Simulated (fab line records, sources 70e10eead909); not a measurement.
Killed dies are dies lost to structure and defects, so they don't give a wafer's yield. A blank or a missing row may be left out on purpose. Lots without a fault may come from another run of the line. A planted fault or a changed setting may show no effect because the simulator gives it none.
fab line records | flow nand_harc
record lots=5 wafers=15 last_day=25
route steps=1159 shown P_ZERO_WELL@29 END@1159
lots that met no fault: from a run of the same line without faults
start_h: hours from the record's first day to the start of the lot's first wafer shown | wait_h: hours since the lot's step before | " the same as in the row above | L1.1+2: a row that stands for several wafers | - no value, or no start given | * or withheld: withheld | < > ~ a bound
route shown NAME@n: a module of which the file shows steps, and the number in the route of the first | usual: mean/standard deviation of fault-free wafers | same: alike in all rows | chamber/n: place in a boat | sites: the reading at each site | _std_site: their standard deviation | _edge_site: outer sites' mean less inner sites' | radius_mm: how far each site lies from the wafer's centre | mask NAME#n: copy n | behind: the tool/chamber that last shaped the wafer | hold: why the lot was held/for how many hours/how that ended | device: the transistor (n, p or np) that didn't switch | end of line: the same wafers' tests at the end of the route | a step without rows: its recipe alone | killed: dies lost to structure and defects at the first sort, not the wafer's yield | map: a wafer's dies, x killed, . not, _ none there
set.NAME: the setting as run; set.NAME@STEP: as run at that earlier step | model.NAME: the simulator's own value behind a step, which no gauge read
lots at some steps of the route; a table a step, a row a wafer
services: from which hour (start_h, from the record's first day; less than 0 if before it) a tool's chamber was out of use, for how many hours, and why
## steps
# step NHARC_P_ZERO_WELL_CD_MEAS_24
# recipe target_cd_nm=720 landing_energy_ev=500
# usual cd_nm=720.3/1.6
# columns lot.wafer tool chamber start_h wait_h cd_nm
L676.1 cd_sem-02 0 14.71 - 720.4
L676.5 " 0 " " 720.4
L676.6 " 0 " " 718.3
L688.2 cd_sem-03 0 86.60 - 717.0
L688.3 " 0 " " 715.3
L688.4 " 0 " " 718.6
L691.2 cd_sem-02 0 104.59 - 721.4
L691.3 " 0 " " 719.9
L691.4 " 0 " " 721.1
L698.1 cd_sem-03 0 146.61 - 722.8
L698.2 " 0 " " 720.3
L698.5 " 0 " " 720.1
L699.3 cd_sem-01 0 152.70 - 721.1
L699.5 " 0 " " 721.8
L699.6 " 0 " " 721.6
# step NHARC_P_ZERO_WELL_HARDBAKE_25
# recipe temp_c=125 time_s=80
# step NHARC_P_ZERO_WELL_DESCUM_26
# recipe time_s=3 o2_flow_sccm=200 ar_flow_sccm=0 bias_power_w=0 chemistry=O2
# usual drypump_motor_current_A=5.5/0.54 oes_product_au=0.996/0.0099 rf_vpp_V=57.6/0.79 showerhead_plenum_p_Torr=1.86/0.062 throttle_valve_pct=11.312/0.0093
# same time_s=3
# columns lot.wafer tool chamber start_h wait_h drypump_motor_current_A oes_product_au rf_hours_counter_h rf_vpp_V showerhead_plenum_p_Torr throttle_valve_pct
L676.1 rie_diel-12 2 14.91 - 6.5 1.003 10.7 57.4 1.79 11.310
L676.6 " 3 " " 5.1 1.011 - 58.2 1.80 11.325
L676.5 " 0 " " 6.0 1.000 - 56.5 1.81 11.304
L688.4 rie_diel-06 2 86.76 - 5.8 0.980 0.9 58.1 1.82 11.301
L688.2 " 0 " " 5.8 1.000 1.3 57.6 1.89 11.301
L688.3 " 1 " " 6.3 1.010 1.1 56.4 1.79 11.309
L691.4 rie_diel-06 1 104.74 - 6.2 1.009 2.6 56.3 1.79 11.305
L691.2 " 2 " " 5.8 0.984 2.6 57.4 1.82 11.315
L691.3 " 0 " " 5.8 0.994 2.7 57.6 1.89 11.296
L698.2 rie_diel-05 3 146.79 - 6.1 0.988 8.3 57.3 1.82 11.308
L698.1 " 0 " " 5.0 0.997 8.5 57.2 1.87 11.314
L698.5 " 1 " " 5.2 0.999 - 57.2 1.87 11.300
L699.3 rie_diel-12 3 152.89 - 5.0 0.986 11.8 56.4 1.80 11.305
L699.6 " 0 " " 6.0 0.980 - 57.2 1.80 11.323
L699.5 " 1 " " 4.8 1.003 - 58.7 1.90 11.298
# step NHARC_P_ZERO_WELL_IMPLANT_27
# recipe energy_kev=600 dose_cm2=1e+13 tilt_deg=7
# step NHARC_P_ZERO_WELL_IMPLANT_57
# recipe energy_kev=250 dose_cm2=4e+12 tilt_deg=7
# step NHARC_P_ZERO_WELL_IMPLANT_58
# recipe energy_kev=100 dose_cm2=2e+12 tilt_deg=7
# step NHARC_P_ZERO_WELL_STRIP_28
# recipe time_s=840 temp_c=130 chemistry=SPM
# step NHARC_P_ZERO_WELL_DEHYDRATE_29
# recipe temp_c=150 time_s=120
# step NHARC_P_ZERO_WELL_HMDS_30
# recipe time_s=30
# step NHARC_P_ZERO_WELL_COAT_31
# recipe spin_rpm=withheld
# step NHARC_P_ZERO_WELL_SOFTBAKE_32
# recipe temp_c=122 time_s=95
# step NHARC_P_ZERO_WELL_EBR_33
# step NHARC_P_ZERO_WELL_EXPOSE_34
# recipe na=0.6 target_cd_nm=720 dose_mj=22.31 mask_id=P_PWELL
# columns lot.wafer tool chamber start_h wait_h mask
L676.1+5+6 krf_scanner-01 0 16.06 - P_PWELL#0
L688.2+3+4 krf_scanner-04 0 88.18 - P_PWELL#0
L691.2+3+4 krf_scanner-01 0 106.07 - P_PWELL_R1#0
L698.1+2+5 krf_scanner-01 0 148.12 - P_PWELL#0
L699.3+5+6 krf_scanner-02 0 154.18 - P_PWELL#0
# step NHARC_P_ZERO_WELL_PEB_35
# recipe peb_temp_c=118 peb_time_s=85
# step NHARC_P_ZERO_WELL_DEVELOP_36
# recipe time_s=70
# step NHARC_P_ZERO_WELL_CD_MEAS_37
# recipe target_cd_nm=720 landing_energy_ev=500
# usual cd_nm=718.9/1.9
# columns lot.wafer tool chamber start_h wait_h hold cd_nm
L676.1 cd_sem-03 0 16.22 - - 718.3
L676.5 " 0 " " - 717.4
L676.6 " 0 " " - 713.7
L688.2 cd_sem-02 0 88.33 - - 722.7
L688.3 " 0 " " - 723.8
L688.4 " 0 " " - 721.7
L691.2 cd_sem-01 0 106.23 - await_dispo/0.2h/release 730.1
L691.3 " 0 " " await_dispo/0.2h/release 728.5
L691.4 " 0 " " await_dispo/0.2h/release 728.4
L691.2 cd_sem-01 0 - - - 729.7
L691.3 " 0 " " - 729.0
L691.4 " 0 " " - 728.6
L698.1 cd_sem-03 0 148.28 - - 718.9
L698.2 " 0 " " - 718.8
L698.5 " 0 " " - 716.5
L699.3 cd_sem-01 0 154.34 - - 720.6
L699.5 " 0 " " - 718.5
L699.6 " 0 " " - 719.9
# step NHARC_END_SORT_01
# recipe temp_c=25
# usual killed_at_array=29/10 killed_at_other=0.7/1.1 killed_at_periphery=3.2/2.2 killed_dies=33/11 killed_open=3.5/1.8 killed_short=2.0/1.4
# same gross_dies=677
# columns lot.wafer tool chamber start_h wait_h killed_at_array killed_at_other killed_at_periphery killed_dies killed_open killed_short
L688.2 prober-02 0 506.87 2.8 40 0 2 42 2 2
L688.3 prober-02 0 507.68 3.1 45 0 2 47 4 0
# killed by level:class
L688.2 A_CHANNEL_HOLE_D1:chamber_film_flake=15 A_SLIT:chamber_film_flake=15 A_STAIRCASE:chamber_film_flake=5 P_M0:geometric_particle:short=1 A_ONON_D1:geometric_particle:short=1 A_ONON_D1:geometric_particle:open=1 A_CONTACT:geometric_particle:open=1 P_M2:chamber_film_flake=1
L688.3 A_CHANNEL_HOLE_D1:chamber_film_flake=16 A_SLIT:chamber_film_flake=16 A_STAIRCASE:chamber_film_flake=5 A_CONTACT:chamber_film_flake=3 A_M0:geometric_particle:open=2 P_M2:chamber_film_flake=2 A_ONON_D1:geometric_particle:open=1 A_CONTACT:geometric_particle:open=1
## services
# columns tool chamber start_h hours kind
rie_diel-06 0 -5.80 - clean
rie_diel-06 1 -5.80 - clean
rie_diel-06 2 -5.80 - clean
rie_diel-06 3 -5.80 - clean
rie_diel-12 0 4.41 - clean
rie_diel-12 1 4.41 - clean
rie_diel-12 2 4.41 - clean
krf_scanner-02 - 8.69 3.0 repair
krf_scanner-01 - 10.26 0.2 repair
krf_scanner-02 - 17.80 0.3 repair
krf_scanner-01 - 24.20 3.4 repair
rie_diel-12 - 25.40 9.0 pm
krf_scanner-02 - 38.00 4.0 pm
rie_diel-06 - 64.21 9.0 pm
krf_scanner-04 - 64.44 2.5 repair
krf_scanner-01 - 84.00 4.0 pm
krf_scanner-01 0 95.53 - calibration
krf_scanner-02 - 110.69 0.6 repair
krf_scanner-01 - 117.44 0.5 repair
krf_scanner-04 - 126.00 4.0 pm
rie_diel-06 1 132.28 3.8 repair
rie_diel-12 0 142.69 1.5 repair
krf_scanner-04 - 144.19 1.7 repair
rie_diel-12 1 151.24 1.4 repair
## key
first_sign step=NHARC_P_ZERO_WELL_EXPOSE_34 reading=mask direction=changed
effect step=NHARC_P_ZERO_WELL_CD_MEAS_37 reading=visit direction=added
effect step=NHARC_P_ZERO_WELL_CD_MEAS_37 reading=cd_nm direction=up sigmas=5.2 usual=718.9 struck=729.0
met_at NHARC_P_ZERO_WELL_EXPOSE_34
struck_wafers L691.2,L691.3,L691.4
tester_left_out L691
onset_between 16.06 106.07
fault kind=wrong_mask tool=any chamber=- onset_h=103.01 steps=NHARC_P_ZERO_WELL_EXPOSE_34 aux_copy=P_PWELL_R1#0 cd_offset_nm=7.6248 scope=struck_lots_only
# tester_left_out: of these lots the tester's yield and bins aren't shown, on N5 and GAA mostly nor the transistor test; their killed dies are dies lost to structure and defects alone, not to doping, threshold or leakage, so they don't give the yield
